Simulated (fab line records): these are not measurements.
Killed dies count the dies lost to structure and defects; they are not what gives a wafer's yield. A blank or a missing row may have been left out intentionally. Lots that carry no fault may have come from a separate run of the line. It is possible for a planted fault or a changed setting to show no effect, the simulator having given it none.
Matching of chambers | flow nand-harc | NHARC_A_STAIRCASE_DESCUM_186 on rie-diel-13: 4 sister chambers
The step chemistry O2, time 3 s. 16 wafers are shown with their chamber, then 8 later ones without.

## WAFERS WITH THEIR CHAMBER
wafer  | chamber | showerhead-plenum-p-Torr (Torr) | oes-product-au (a.u.) | throttle-valve-pct (%)
L082.1 | 1       | 1.85                            | 0.997                 | 11.309
L082.2 | 3       | 1.87                            | 0.994                 | 11.305
L082.4 | 3       | 1.87                            | 0.993                 | 11.305
L083.1 | 0       | 1.79                            | 0.995                 | 11.314
L083.2 | 3       | 1.87                            | 0.993                 | 11.322
L083.3 | 1       | 1.85                            | 0.995                 | 11.313
L090.2 | 3       | 1.86                            | 1.013                 | 11.319
L090.5 | 3       | 1.86                            | 1.023                 | 11.321
L090.6 | 2       | 1.87                            | 1.003                 | 11.323
L092.1 | 2       | 1.87                            | 1.009                 | 11.310
L092.2 | 0       | 1.78                            | 1.005                 | 11.307
L092.4 | 1       | 1.84                            | 0.999                 | 11.310
L094.1 | 3       | 1.86                            | 1.003                 | 11.317
L094.4 | 2       | 1.87                            | 1.002                 | 11.286
L094.5 | 0       | 1.78                            | 1.001                 | 11.307
L095.2 | 1       | 1.83                            | 0.999                 | 11.321

SIGNATURES, as means of the wafers listed above
reading                  | chamber 0 | chamber 1 | chamber 2 | chamber 3 | scatter within a chamber
showerhead-plenum-p-Torr | 1.7833    | 1.8425    | 1.8700    | 1.8650    | 0.0064
oes-product-au           | 1.00033   | 0.99750   | 1.00467   | 1.00317   | 0.00852
throttle-valve-pct       | 11.30933  | 11.31325  | 11.30633  | 11.31483  | 0.00971
Rule: a wafer lies at a distance from a chamber equal to the root of the sum of squares, over the readings, of (its reading less the chamber's mean, divided by the reading's scatter). If the next closest chamber is less than 2 further off than the closest, the wafer can't be placed; otherwise it belongs to the closest. How the scatter is found: for the shown wafers, subtract from each reading the mean of its chamber, square and add these, divide the total by (wafers less chambers), then take the root.

## WAFERS MISSING THEIR CHAMBER
wafer  | showerhead-plenum-p-Torr (Torr) | oes-product-au (a.u.) | throttle-valve-pct (%)
L095.5 | 1.83                            | 1.003                 | 11.314
L095.6 | 1.87                            | 1.004                 | 11.313
L096.1 | 1.83                            | 0.999                 | 11.305
L096.3 | 1.87                            | 1.015                 | 11.307
L096.4 | 1.78                            | 0.996                 | 11.304
L097.1 | 1.77                            | 0.999                 | 11.312
L097.2 | 1.87                            | 1.002                 | 11.307
L097.5 | 1.87                            | 0.995                 | 11.312

## THE CHAMBER EACH PASSED THROUGH
wafer  | from the rows above     | in truth
L095.5 | 1                       | 1
L095.6 | can't be placed: 2 or 3 | 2
L096.1 | 1                       | 1
L096.3 | can't be placed: 2 or 3 | 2
L096.4 | 0                       | 0
L097.1 | 0                       | 0
L097.2 | can't be placed: 2 or 3 | 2
L097.5 | can't be placed: 3 or 2 | 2
Correct placement for 4 of the 8. These rows do not allow placing 4 (true chamber among the candidates in 4). Placed wrongly: 0.
